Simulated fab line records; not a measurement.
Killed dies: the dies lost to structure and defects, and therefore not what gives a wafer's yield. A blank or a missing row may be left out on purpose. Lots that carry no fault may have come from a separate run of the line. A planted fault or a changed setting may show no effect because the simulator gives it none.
fab line records + flow n5_finfet
record
- lots=6
- wafers=16
- last_day=16
route steps=1938 shown BEOL_M8@1374 PASSIVATION@1936
lots with no fault: from the same line, run without faults
start_h: hours from the record's first day to the start of the lot's first wafer shown + wait_h: time in hours since the lot's previous step + " unchanged from the row above + L1.1+2: a row that stands for several wafers + - value missing, or start not given + * or withheld: withheld + < > ~ a bound
route shown NAME@n: NAME is a module with steps in the file, n the number in the route of the first one + usual: the fault-free wafers' mean and standard deviation + same: alike in all rows + chamber/n: place in a boat + sites: each site's reading + _std_site: standard deviation across them + _edge_site: inner sites' mean taken away from outer sites' mean + radius_mm: how far each site lies from the wafer's centre + mask NAME#n: copy n + behind: the tool/chamber that last shaped the wafer + hold: what put the lot on hold/how long, in hours/how the hold closed + device: the n, p or np transistor that did not switch + end of line: tests of these same wafers at the route's end + a step given without rows: its recipe and nothing more + killed: not the wafer's yield, but the dies lost to structure and defects at the first sort + map: a wafer's dies, x killed, . not, _ none there
set.NAME: the setting the step ran with; set.NAME@STEP: the setting that earlier step ran with + model.NAME: the simulator's own value behind a step, which no gauge read
certain route steps with their lots: each step a table, each wafer a row
services: the hour from which a tool's chamber was out of use, counted from the record's first day as start_h (under 0 if before that day), plus the number of hours and why
## steps
# step N5_BEOL_M8_VIA_ETCH_34
# recipe
- chemistry=C4F6/O2
- target=SiCOH_lowk
- target_depth_a=1255
- mask_material=SOC
- taper_deg=4
- time_s=50.5
- ion_energy_ev=250
- pressure_mtorr=30
- source_w=345
- bias_w=185
- Ar_flow_sccm=300
- C4F6_flow_sccm=10
- O2_flow_sccm=10
# usual
- C4F6_flow_sccm=10.002/0.029
- O2_flow_sccm=10.00/0.032
- drypump_motor_current_A=5.7/0.47
- oes_product_au=0.80/0.073
- rf_fwd_power_W=341.1/1.4
- rf_vpp_V=664/24
- showerhead_plenum_p_Torr=2.83/0.076
- throttle_valve_pct=21.03/0.24
| lot.wafer | tool        | chamber | start_h | wait_h | C4F6_flow_sccm | O2_flow_sccm | drypump_motor_current_A | oes_product_au | rf_fwd_power_W | rf_hours_counter_h | rf_vpp_V | showerhead_plenum_p_Torr | throttle_valve_pct |
|-----------|-------------|---------|---------|--------|----------------|--------------|-------------------------|----------------|----------------|--------------------|----------|--------------------------|--------------------|
| L421.1    | rie_diel-05 | 3       | 217.50  | 0.0    | 10.019         | 10.03        | 5.0                     | 0.91           | 340.5          | 37                 | 662      | 2.82                     | 20.95              |
| L421.4    | "           | 2       | "       | "      | 9.977          | 10.00        | 6.7                     | 0.69           | 342.2          | 197                | 650      | 2.79                     | 21.27              |
| L421.5    | "           | 0       | "       | "      | 9.996          | 9.95         | 5.1                     | 0.83           | 342.4          | -                  | 666      | 2.80                     | 20.99              |
| L424.3    | rie_diel-01 | 0       | 234.37  | 0.0    | 9.987          | 10.01        | 6.3                     | 0.77           | 339.9          | 157                | 684      | 2.88                     | 21.10              |
| L424.5    | "           | 3       | "       | "      | 10.007         | 9.97         | 6.0                     | 0.79           | 341.8          | -                  | 683      | 2.90                     | 21.25              |
| L425.2    | rie_diel-01 | 2       | 251.92  | 0.0    | 10.025         | 10.02        | 5.3                     | 0.74           | 342.7          | 160                | 626      | 2.99                     | 21.21              |
| L425.5    | "           | 0       | "       | "      | 10.041         | 10.03        | 6.3                     | 0.77           | 340.2          | -                  | 684      | 2.88                     | 21.11              |
| L425.6    | "           | 3       | "       | "      | 9.929          | 9.95         | 6.0                     | 0.79           | 338.2          | -                  | 682      | 2.90                     | 21.25              |
| L426.2    | rie_diel-04 | 1       | 254.91  | 0.0    | 9.980          | 9.95         | 5.5                     | 0.82           | 338.9          | 82                 | 622      | 2.91                     | 21.11              |
| L426.3    | "           | 3       | "       | "      | 9.980          | 10.05        | 6.0                     | 0.90           | 342.2          | 51                 | 684      | 2.78                     | 20.68              |
| L426.6    | "           | 0       | "       | "      | 10.033         | 10.01        | 5.9                     | 0.75           | 341.2          | -                  | 641      | 2.71                     | 20.74              |
| L435.4    | rie_diel-01 | 1       | 313.47  | 0.0    | 10.006         | 9.96         | 5.7                     | 0.96           | 343.0          | 9                  | 696      | 2.79                     | 21.16              |
| L435.5    | "           | 2       | "       | "      | 9.986          | 10.00        | 5.3                     | 0.72           | 341.6          | -                  | 625      | 2.98                     | 21.25              |
| L438.1    | rie_diel-05 | 0       | 315.39  | 0.0    | 9.948          | 10.02        | 5.1                     | 0.81           | 341.3          | 113                | 665      | 2.79                     | 21.05              |
| L438.3    | "           | 2       | "       | "      | 9.957          | 9.96         | 6.7                     | 0.67           | 342.5          | 232                | 649      | 2.78                     | 21.31              |
| L438.4    | "           | 0       | "       | "      | 9.958          | 10.00        | 5.1                     | 0.80           | 340.9          | -                  | 666      | 2.79                     | 21.05              |
# step N5_BEOL_M8_STRIP_76
# recipe
- chemistry=C4F6/O2
- resist=SiARC
- rf_frequency_hz=6e+07
# step N5_BEOL_M8_STRIP_36
# recipe
- chemistry=N2/H2
- power_w=450
- temp_c=40
- pressure_mtorr=20
- rf_frequency_hz=6e+07
- overash_fraction=0.3
- bias_power_w=7
- h2_frac=0.5
- n2_flow_sccm=200
- h2_flow_sccm=200
# usual
- drypump_motor_current_A=5.7/0.47
- oes_product_au=0.80/0.072
- rf_vpp_V=58.9/1.5
- showerhead_plenum_p_Torr=2.52/0.06
- throttle_valve_pct=23.8/0.37
| lot.wafer | tool        | chamber | start_h | wait_h | drypump_motor_current_A | oes_product_au | rf_hours_counter_h | rf_vpp_V | showerhead_plenum_p_Torr | throttle_valve_pct |
|-----------|-------------|---------|---------|--------|-------------------------|----------------|--------------------|----------|--------------------------|--------------------|
| L421.1    | rie_diel-05 | 3       | 217.55  | 0.0    | 5.0                     | 0.92           | 37                 | 57.1     | 2.48                     | 23.6               |
| L421.4    | "           | 2       | "       | "      | 6.7                     | 0.71           | 197                | 57.7     | 2.54                     | 24.7               |
| L421.5    | "           | 0       | "       | "      | 5.1                     | 0.84           | -                  | 59.1     | 2.46                     | 23.8               |
| L424.3    | rie_diel-01 | 0       | 234.42  | 0.0    | 6.3                     | 0.75           | 157                | 59.3     | 2.57                     | 23.8               |
| L424.5    | "           | 3       | "       | "      | 6.0                     | 0.80           | -                  | 59.1     | 2.55                     | 23.7               |
| L425.2    | rie_diel-01 | 2       | 251.97  | 0.0    | 5.3                     | 0.74           | 160                | 61.6     | 2.64                     | 23.8               |
| L425.5    | "           | 0       | "       | "      | 6.3                     | 0.75           | -                  | 59.1     | 2.56                     | 23.9               |
| L425.6    | "           | 3       | "       | "      | 6.0                     | 0.77           | -                  | 60.7     | 2.54                     | 23.8               |
| L426.2    | rie_diel-04 | 1       | 254.97  | 0.0    | 5.4                     | 0.82           | 82                 | 58.6     | 2.58                     | 23.5               |
| L426.3    | "           | 3       | "       | "      | 6.0                     | 0.88           | 51                 | 59.4     | 2.46                     | 23.3               |
| L426.6    | "           | 0       | "       | "      | 5.9                     | 0.76           | -                  | 57.4     | 2.46                     | 24.0               |
| L435.4    | rie_diel-01 | 1       | 313.52  | 0.0    | 5.8                     | 0.96           | 9                  | 58.5     | 2.50                     | 24.2               |
| L435.5    | "           | 2       | "       | "      | 5.3                     | 0.74           | -                  | 58.5     | 2.63                     | 23.9               |
| L438.1    | rie_diel-05 | 0       | 315.44  | 0.0    | 5.1                     | 0.81           | 113                | 56.7     | 2.45                     | 23.8               |
| L438.3    | "           | 2       | "       | "      | 6.7                     | 0.69           | 232                | 59.2     | 2.52                     | 24.7               |
| L438.4    | "           | 0       | "       | "      | 5.1                     | 0.81           | -                  | 59.1     | 2.45                     | 23.8               |
# step N5_BEOL_M8_TRENCH_ETCH_37
# recipe
- chemistry=C4F6/O2
- target_depth_a=934.78
- target=SiCOH_lowk
- time_s=31.2
- ion_energy_ev=250
- pressure_mtorr=30
- source_w=345
- bias_w=185
- Ar_flow_sccm=300
- C4F6_flow_sccm=10
- O2_flow_sccm=10
# usual
- C4F6_flow_sccm=10.003/0.029
- O2_flow_sccm=10.002/0.027
- drypump_motor_current_A=5.7/0.47
- oes_product_au=0.80/0.075
- rf_fwd_power_W=339.8/1.8
- rf_vpp_V=664/24
- showerhead_plenum_p_Torr=2.83/0.076
- throttle_valve_pct=21.06/0.24
| lot.wafer | tool        | chamber | start_h | wait_h | C4F6_flow_sccm | O2_flow_sccm | drypump_motor_current_A | oes_product_au | rf_fwd_power_W | rf_hours_counter_h | rf_vpp_V | showerhead_plenum_p_Torr | throttle_valve_pct |
|-----------|-------------|---------|---------|--------|----------------|--------------|-------------------------|----------------|----------------|--------------------|----------|--------------------------|--------------------|
| L421.1    | rie_diel-05 | 3       | -       | -      | 10.034         | 9.976        | 5.0                     | 0.90           | 339.9          | 37                 | 659      | 2.82                     | 20.95              |
| L421.4    | "           | 2       | "       | "      | 10.038         | 10.016       | 6.7                     | 0.69           | 340.2          | 197                | 651      | 2.79                     | 21.28              |
| L421.5    | "           | 0       | "       | "      | 10.021         | 10.007       | 5.1                     | 0.83           | 340.6          | -                  | 666      | 2.80                     | 21.02              |
| L424.3    | rie_diel-01 | 0       | -       | -      | 9.992          | 10.020       | 6.3                     | 0.77           | 338.2          | 157                | 682      | 2.88                     | 21.13              |
| L424.5    | "           | 3       | "       | "      | 10.028         | 10.008       | 6.0                     | 0.79           | 337.4          | -                  | 683      | 2.90                     | 21.28              |
| L425.2    | rie_diel-01 | 2       | -       | -      | 9.995          | 9.990        | 5.3                     | 0.72           | 340.1          | 160                | 624      | 2.99                     | 21.23              |
| L425.5    | "           | 0       | "       | "      | 10.002         | 9.979        | 6.3                     | 0.77           | 337.9          | -                  | 682      | 2.88                     | 21.13              |
| L425.6    | "           | 3       | "       | "      | 10.008         | 10.016       | 6.0                     | 0.78           | 338.0          | -                  | 683      | 2.90                     | 21.31              |
| L426.2    | rie_diel-04 | 1       | -       | -      | 9.982          | 9.997        | 5.4                     | 0.83           | 338.6          | 82                 | 626      | 2.91                     | 21.14              |
| L426.3    | "           | 3       | "       | "      | 9.988          | 10.033       | 6.0                     | 0.89           | 341.8          | 51                 | 686      | 2.78                     | 20.69              |
| L426.6    | "           | 0       | "       | "      | 10.044         | 10.000       | 5.9                     | 0.74           | 340.1          | -                  | 642      | 2.71                     | 20.76              |
| L435.4    | rie_diel-01 | 1       | -       | -      | 10.023         | 9.996        | 5.7                     | 0.96           | 339.9          | 9                  | 698      | 2.79                     | 21.19              |
| L435.5    | "           | 2       | "       | "      | 10.035         | 10.024       | 5.3                     | 0.70           | 339.1          | -                  | 625      | 2.98                     | 21.28              |
| L438.1    | rie_diel-05 | 0       | -       | -      | 10.006         | 10.021       | 5.1                     | 0.80           | 341.6          | 113                | 666      | 2.79                     | 21.09              |
| L438.3    | "           | 2       | "       | "      | 9.942          | 10.026       | 6.7                     | 0.67           | 343.1          | 232                | 650      | 2.78                     | 21.34              |
| L438.4    | "           | 0       | "       | "      | 9.969          | 10.035       | 5.1                     | 0.81           | 342.7          | -                  | 667      | 2.79                     | 21.08              |
# step N5_BEOL_M8_ETCH_41
# recipe
- chemistry=CH3F/O2
- target=SiCN
- target_depth_a=319
- taper_deg=2
- time_s=57.8
- ion_energy_ev=120
- mask_material=TiN
- pressure_mtorr=30
- source_w=395
- bias_w=75
- Ar_flow_sccm=150
- CH3F_flow_sccm=30
- O2_flow_sccm=20
# usual
- O2_flow_sccm=20.00/0.059
- drypump_motor_current_A=5.7/0.47
- oes_product_au=0.80/0.073
- rf_fwd_power_W=391.3/1.6
- rf_vpp_V=296.7/1.3
- showerhead_plenum_p_Torr=1.99/0.054
- throttle_valve_pct=16.41/0.23
| lot.wafer | tool        | chamber | start_h | wait_h | O2_flow_sccm | drypump_motor_current_A | oes_product_au | rf_fwd_power_W | rf_hours_counter_h | rf_vpp_V | showerhead_plenum_p_Torr | throttle_valve_pct |
|-----------|-------------|---------|---------|--------|--------------|-------------------------|----------------|----------------|--------------------|----------|--------------------------|--------------------|
| L421.1    | rie_diel-05 | 3       | -       | -      | 19.98        | 5.0                     | 0.90           | 390.6          | 37                 | 296.7    | 1.97                     | 16.24              |
| L421.4    | "           | 2       | "       | "      | 19.95        | 6.7                     | 0.70           | 392.9          | 197                | 296.4    | 1.96                     | 16.73              |
| L421.5    | "           | 0       | "       | "      | 20.02        | 5.1                     | 0.84           | 393.8          | -                  | 298.2    | 1.96                     | 16.29              |
| L424.3    | rie_diel-01 | 0       | -       | -      | 20.03        | 6.3                     | 0.76           | 389.9          | 157                | 298.4    | 2.02                     | 16.45              |
| L424.5    | "           | 3       | "       | "      | 19.92        | 6.0                     | 0.79           | 391.6          | -                  | 297.7    | 2.03                     | 16.56              |
| L425.2    | rie_diel-01 | 2       | -       | -      | 19.94        | 5.3                     | 0.73           | 393.3          | 160                | 299.2    | 2.11                     | 16.58              |
| L425.5    | "           | 0       | "       | "      | 20.07        | 6.3                     | 0.76           | 390.1          | -                  | 297.6    | 2.02                     | 16.47              |
| L425.6    | "           | 3       | "       | "      | 19.89        | 6.0                     | 0.78           | 392.1          | -                  | 298.4    | 2.03                     | 16.56              |
| L426.2    | rie_diel-04 | 1       | -       | -      | 20.12        | 5.5                     | 0.82           | 390.8          | 82                 | 298.2    | 2.05                     | 16.48              |
| L426.3    | "           | 3       | "       | "      | 19.98        | 6.0                     | 0.89           | 393.5          | 51                 | 297.1    | 1.95                     | 16.05              |
| L426.6    | "           | 0       | "       | "      | 20.01        | 5.9                     | 0.75           | 391.5          | -                  | 294.8    | 1.90                     | 16.25              |
| L435.4    | rie_diel-01 | 1       | -       | -      | 20.01        | 5.7                     | 0.96           | 390.3          | 9                  | 297.5    | 1.96                     | 16.50              |
| L435.5    | "           | 2       | "       | "      | 20.06        | 5.3                     | 0.71           | 392.1          | -                  | 298.9    | 2.10                     | 16.63              |
| L438.1    | rie_diel-05 | 0       | -       | -      | 19.99        | 5.1                     | 0.80           | 392.5          | 113                | 295.1    | 1.95                     | 16.36              |
| L438.3    | "           | 2       | "       | "      | 20.07        | 6.7                     | 0.67           | 393.6          | 232                | 296.9    | 1.95                     | 16.79              |
| L438.4    | "           | 0       | "       | "      | 20.06        | 5.1                     | 0.80           | 392.8          | -                  | 296.5    | 1.95                     | 16.36              |
# step N5_BEOL_M8_STRIP_80
# recipe
- chemistry=N2/H2
- time_s=10
- power_w=450
- temp_c=40
- pressure_mtorr=20
- rf_frequency_hz=6e+07
- bias_power_w=7
- n2_flow_sccm=200
- h2_flow_sccm=200
# step N5_BEOL_M8_OCD_MEAS_38
# usual
- trench_depth_nm=93.1/2.3
| lot.wafer | tool   | chamber | start_h | wait_h | trench_depth_nm |
|-----------|--------|---------|---------|--------|-----------------|
| L421.1    | ocd-01 | -       | 217.75  | -      | 92.4            |
| L421.4    | "      | -       | "       | "      | 87.3            |
| L421.5    | "      | -       | "       | "      | 93.5            |
| L424.3    | ocd-01 | -       | 234.62  | -      | 92.7            |
| L424.5    | "      | -       | "       | "      | 94.4            |
| L425.2    | ocd-01 | -       | 252.17  | -      | 91.9            |
| L425.5    | "      | -       | "       | "      | 93.3            |
| L425.6    | "      | -       | "       | "      | 93.7            |
| L426.2    | ocd-01 | -       | 255.16  | -      | 94.1            |
| L426.3    | "      | -       | "       | "      | 96.4            |
| L426.6    | "      | -       | "       | "      | 90.9            |
| L435.4    | ocd-02 | -       | 313.72  | -      | 96.4            |
| L435.5    | "      | -       | "       | "      | 91.0            |
| L438.1    | ocd-02 | -       | 315.64  | -      | 94.9            |
| L438.3    | "      | -       | "       | "      | 87.9            |
| L438.4    | "      | -       | "       | "      | 95.2            |
# step N5_BEOL_M8_HM_STRIP_39
# recipe
- chemistry=peroxide_tin_strip
- material=TiN
- target_depth_a=250
- temp_c=50
- time_s=158
# step N5_BEOL_M8_SRD_40
# recipe
- time_s=30
- temp_c=23
- rinse_liquid=diw
- dry=ipa_marangoni
# step N5_BEOL_M8_PRECLEAN_42
# recipe
- chemistry=residue_remover
- time_s=60
- temp_c=40
# step N5_BEOL_M8_SRD_43
# recipe
- time_s=30
- temp_c=23
- rinse_liquid=diw
- dry=ipa_marangoni
# step N5_BEOL_M8_CD_MEAS_35
# recipe
- target_cd_nm=40
- polarity=opening
# usual
- cd_nm=40.3/0.73
| lot.wafer | tool      | chamber | start_h | wait_h | cd_nm |
|-----------|-----------|---------|---------|--------|-------|
| L421.1    | cd_sem-03 | -       | 217.90  | 0.0    | 41.0  |
| L421.4    | "         | -       | "       | "      | 39.2  |
| L421.5    | "         | -       | "       | "      | 39.5  |
| L424.3    | cd_sem-02 | -       | 234.87  | 0.0    | 38.3  |
| L424.5    | "         | -       | "       | "      | 39.7  |
| L425.2    | cd_sem-02 | -       | 252.32  | 0.0    | 40.5  |
| L425.5    | "         | -       | "       | "      | 40.1  |
| L425.6    | "         | -       | "       | "      | 40.6  |
| L426.2    | cd_sem-02 | -       | 255.32  | 0.0    | 39.8  |
| L426.3    | "         | -       | "       | "      | 39.8  |
| L426.6    | "         | -       | "       | "      | 40.2  |
| L435.4    | cd_sem-01 | -       | 313.88  | 0.0    | 40.3  |
| L435.5    | "         | -       | "       | "      | 40.4  |
| L438.1    | cd_sem-01 | -       | 315.79  | 0.0    | 40.4  |
| L438.3    | "         | -       | "       | "      | 39.3  |
| L438.4    | "         | -       | "       | "      | 40.6  |
# step N5_BEOL_M8_CURE_75
# recipe
- temp_c=370
- time_s=120
- ambient=DMADMS/He
- material=SiCOH_lowk
# usual
- lamp_power_pct=52.31/0.053
- run_length_s=178.3/1.5
- wafer_temp_C_max=372.1/0.73
| lot.wafer | tool       | chamber | start_h | wait_h | lamp_power_pct | run_length_s | wafer_temp_C_max |
|-----------|------------|---------|---------|--------|----------------|--------------|------------------|
| L421.1    | uv_cure-01 | 2       | 217.94  | 0.0    | 52.28          | 178.3        | 370.9            |
| L421.4    | "          | 2       | "       | "      | 52.34          | 177.8        | 371.4            |
| L421.5    | "          | 2       | "       | "      | 52.38          | 177.7        | 371.1            |
| L424.3    | uv_cure-03 | 1       | 235.01  | 0.1    | 52.36          | 178.1        | 372.0            |
| L424.5    | "          | 1       | "       | "      | 52.32          | 178.7        | 372.4            |
| L425.2    | uv_cure-03 | 1       | 252.46  | 0.1    | 52.30          | 208.7        | 372.3            |
| L425.5    | "          | 1       | "       | "      | 52.27          | 181.7        | 373.8            |
| L425.6    | "          | 1       | "       | "      | 52.40          | 208.3        | 373.0            |
| L426.2    | uv_cure-03 | 1       | 255.41  | 0.1    | 52.22          | 204.8        | 372.3            |
| L426.3    | "          | 1       | "       | "      | 52.30          | 204.9        | 372.4            |
| L426.6    | "          | 1       | "       | "      | 52.39          | 204.6        | 372.8            |
| L435.4    | uv_cure-01 | 0       | 314.06  | 0.2    | 52.29          | 176.7        | 371.6            |
| L435.5    | "          | 0       | "       | "      | 52.35          | 176.7        | 371.5            |
| L438.1    | uv_cure-01 | 0       | 315.83  | 0.0    | 52.30          | 176.9        | 372.0            |
| L438.3    | "          | 0       | "       | "      | 52.23          | 176.7        | 371.8            |
| L438.4    | "          | 0       | "       | "      | 52.35          | 176.7        | 371.6            |
# step N5_BEOL_M8_DEGAS_44
# recipe
- ambient=vacuum
- temp_c=250
- time_s=60
# usual
- heater_power_w=341/34
| lot.wafer | tool           | chamber | start_h | wait_h | heater_power_w |
|-----------|----------------|---------|---------|--------|----------------|
| L421.1    | pvd_sputter-03 | -       | 218.37  | 0.4    | 339            |
| L421.4    | "              | -       | "       | "      | 331            |
| L421.5    | "              | -       | "       | "      | 329            |
| L424.3    | pvd_sputter-02 | -       | 235.28  | 0.2    | 295            |
| L424.5    | "              | -       | "       | "      | 349            |
| L425.2    | pvd_sputter-02 | -       | 253.70  | 1.1    | 325            |
| L425.5    | "              | -       | "       | "      | 287            |
| L425.6    | "              | -       | "       | "      | 347            |
| L426.2    | pvd_sputter-01 | -       | 256.32  | 0.9    | 358            |
| L426.3    | "              | -       | "       | "      | 300            |
| L426.6    | "              | -       | "       | "      | 366            |
| L435.4    | pvd_sputter-01 | -       | 314.42  | 0.3    | 303            |
| L435.5    | "              | -       | "       | "      | 303            |
| L438.1    | pvd_sputter-03 | -       | 317.34  | 1.5    | 343            |
| L438.3    | "              | -       | "       | "      | 368            |
| L438.4    | "              | -       | "       | "      | 346            |
# step N5_PASSIVATION_PROBE_49
# usual
- defect_limited_yield=91.2/1.4
- killed_at_M0_to_M3=32/9.3
- killed_at_M4_up=14/4.9
- killed_at_contacts=15/7.5
- killed_at_front_end=40/11
- killed_at_other=4/3.3
- killed_dies=104/17
- killed_open=68/14
- killed_short=33/7.9
- sort_bin_5_function=5.2/0.99
- sort_bin_6_memory=3.2/0.65
- sort_bin_8_speed=0.03/0.19
- sort_n_pass=1076/17
- sort_yield_pct=91.1/1.5
# same
- gross_dies=1180
- killed_at_back_side=0
- sort_bin_4_leakage[%]=0
| lot.wafer | tool      | chamber | start_h | wait_h | defect_limited_yield[%] | killed_at_M0_to_M3 | killed_at_M4_up | killed_at_contacts | killed_at_front_end | killed_at_other | killed_dies | killed_open | killed_short | sort_bin_5_function[%] | sort_bin_6_memory[%] | sort_bin_8_speed[%] | sort_n_pass | sort_yield_pct[%] |
|-----------|-----------|---------|---------|--------|-------------------------|--------------------|-----------------|--------------------|---------------------|-----------------|-------------|-------------|--------------|------------------------|----------------------|---------------------|-------------|-------------------|
| L424.3    | prober-01 | -       | 304.57  | 0.1    | 92.5                    | 15                 | 16              | 8                  | 42                  | 7               | 88          | 62          | 19           | 4.1                    | 2.6                  | 0                   | 1092        | 92.5              |
| L424.5    | prober-01 | -       | 304.67  | 0.2    | 91.6                    | 22                 | 12              | 21                 | 40                  | 4               | 99          | 55          | 27           | 5.7                    | 2.5                  | 0                   | 1081        | 91.6              |
| L426.3    | prober-02 | -       | 312.25  | 0.1    | 87.5                    | 44                 | 12              | 34                 | 42                  | 16              | 148         | 66          | 55           | 8.6                    | 3.5                  | 0                   | 1032        | 87.5              |
# killed by level:class
L424.3 STI_FIN_REVEAL:geometric_particle:open=11 MOL_CONTACT_COAG:geometric_particle:open=7 BEOL_M4:geometric_particle:open=7 HKMG_FIN:area_etch=7 BEOL_M0_SAQP:geometric_particle:open=5 BEOL_M1:geometric_particle:open=5 STARTING-WAFER:geometric_particle:open=5 BEOL_M4:geometric_particle:short=4
L424.5 MOL_CONTACT_COAG:geometric_particle:open=10 MOL_CONTACT_COAG:area_etch=9 FIN_CUT:area_etch=8 STI_FIN_REVEAL:geometric_particle:open=7 BEOL_M2:geometric_particle:open=7 STI_FIN_REVEAL:geometric_particle:short=6 FIN_SAQP:geometric_particle:open=5 BEOL_M4:geometric_particle:open=5
L426.3 MOL_CONTACT_COAG:area_etch=27 BEOL_M0_SAQP:geometric_particle:short=13 GATE_CUT:geometric_particle:short=10 BEOL_M3:geometric_particle:open=10 FIN_SAQP:geometric_particle:short=7 BEOL_M0_SAQP:geometric_particle:open=7 BEOL_M2:geometric_particle:open=6 BEOL_M4:geometric_particle:open=6
## services
| tool        | chamber | start_h | hours | kind                          |
|-------------|---------|---------|-------|-------------------------------|
| rie_diel-05 | 1       | 230.89  | 5.4   | repair                        |
| rie_diel-04 | 2       | 242.38  | 12.5  | repair                        |
| rie_diel-01 | 1       | 260.23  | -     | clean                         |
| rie_diel-01 | 1       | 260.23  | -     | consumable_replace:esc        |
| rie_diel-01 | 1       | 260.23  | -     | consumable_replace:focus_ring |
| rie_diel-01 | 1       | 260.23  | 28.3  | scheduled_down                |
| rie_diel-01 | 1       | 260.23  | 28.3  | vent_cycle                    |
| uv_cure-01  | -       | 282.84  | 0.8   | repair                        |
| rie_diel-05 | 2       | 298.44  | 8.7   | repair                        |
## key
first_sign
- step=N5_BEOL_M8_CURE_75
- reading=run_length_s
- direction=up
- sigmas=19
- usual=*
- struck=*
effect none on later readings
met_at N5_BEOL_M8_CURE_75
struck_wafers L425.2,L425.6,L426.2,L426.3,L426.6
baseline_loss
- step=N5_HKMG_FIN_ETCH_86
- wafers=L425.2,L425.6
baseline_loss
- step=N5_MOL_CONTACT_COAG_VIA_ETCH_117
- wafers=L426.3
onset_between 235.01 252.46
fault
- kind=process_parameter_drift
- tool=uv_cure-03
- chamber=-
- onset_h=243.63
- steps=N5_BEOL_M8_CURE_75
- channel=time_s
- offset=*
- shape=step
- end_h=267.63
- scope=struck_wafers_only
- acts_in=*
- stated=*
# baseline_loss: these wafers lose ten dies or more at that step, a loss of the line's own and not of a fault; the sort's usual values leave them out
